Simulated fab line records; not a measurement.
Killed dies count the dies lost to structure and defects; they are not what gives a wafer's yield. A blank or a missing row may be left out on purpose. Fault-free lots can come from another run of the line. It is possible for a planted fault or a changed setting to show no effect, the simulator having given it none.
Chamber matching | flow n5Finfet | N5_BEOL_M13_DESCUM_15 on rieDiel-03: 4 sister chambers
The step chemistry O2, time 7.9 s. 16 wafers are shown with their chamber, then 8 later ones without.

## EACH WAFER AND ITS CHAMBER
wafer  | chamber | showerheadPlenumPTorr (Torr) | drypumpMotorCurrentA (A) | throttleValvePct (%)
L074.1 | 3       | 2.03                         | 4.8                      | 20.64
L074.2 | 1       | 2.13                         | 5.9                      | 20.38
L074.6 | 3       | 2.03                         | 4.8                      | 20.62
L080.3 | 3       | 2.02                         | 4.8                      | 20.66
L080.5 | 3       | 2.02                         | 4.8                      | 20.65
L080.6 | 0       | 2.23                         | 5.2                      | 20.36
L084.2 | 1       | 2.12                         | 5.9                      | 20.42
L084.3 | 0       | 2.23                         | 5.3                      | 20.36
L084.6 | 0       | 2.23                         | 5.2                      | 20.36
L082.1 | 3       | 2.02                         | 4.7                      | 20.64
L082.4 | 1       | 2.12                         | 5.9                      | 20.42
L082.5 | 2       | 2.20                         | 5.4                      | 20.80
L087.1 | 3       | 2.02                         | 4.8                      | 20.66
L087.3 | 2       | 2.20                         | 5.4                      | 20.81
L087.5 | 1       | 2.12                         | 5.9                      | 20.42
L081.1 | 2       | 2.20                         | 5.4                      | 20.78

SIGNATURES, as means of the wafers listed above
reading               | chamber 0 | chamber 1 | chamber 2 | chamber 3 | scatter within a chamber
showerheadPlenumPTorr | 2.2300    | 2.1225    | 2.2000    | 2.0233    | 0.00417
drypumpMotorCurrentA  | 5.233     | 5.900     | 5.400     | 4.783     | 0.0354
throttleValvePct      | 20.3600   | 20.4100   | 20.7967   | 20.6450   | 0.0153
Rule: for each reading, subtract the chamber's mean from the wafer's reading, divide by that reading's scatter and square the result; add these up over the readings and take the root, which gives the wafer's distance from the chamber. If the next closest chamber is less than 2 further off than the closest, the wafer can't be placed; otherwise it belongs to the closest. The scatter is the square root of a quotient: the sum, over the shown wafers, of each reading's squared deviation from its chamber's mean, divided by wafers minus chambers.

## WAFERS WHOSE CHAMBER IS MISSING
wafer  | showerheadPlenumPTorr (Torr) | drypumpMotorCurrentA (A) | throttleValvePct (%)
L081.3 | 2.23                         | 5.2                      | 20.37
L081.5 | 2.23                         | 5.2                      | 20.36
L090.3 | 2.02                         | 4.7                      | 20.66
L090.5 | 2.12                         | 5.9                      | 20.42
L090.6 | 2.02                         | 4.7                      | 20.67
L096.3 | 2.11                         | 5.9                      | 20.48
L096.4 | 2.22                         | 5.2                      | 20.39
L096.5 | 2.11                         | 5.9                      | 20.45

## THE CHAMBER EACH PASSED THROUGH
wafer  | from the rows above | in truth
L081.3 | 0                   | 0
L081.5 | 0                   | 0
L090.3 | 3                   | 3
L090.5 | 1                   | 1
L090.6 | 3                   | 3
L096.3 | 1                   | 1
L096.4 | 0                   | 0
L096.5 | 1                   | 1
Correctly placed: 8 of 8. Not placeable from these rows: 0. 0 placed wrongly.
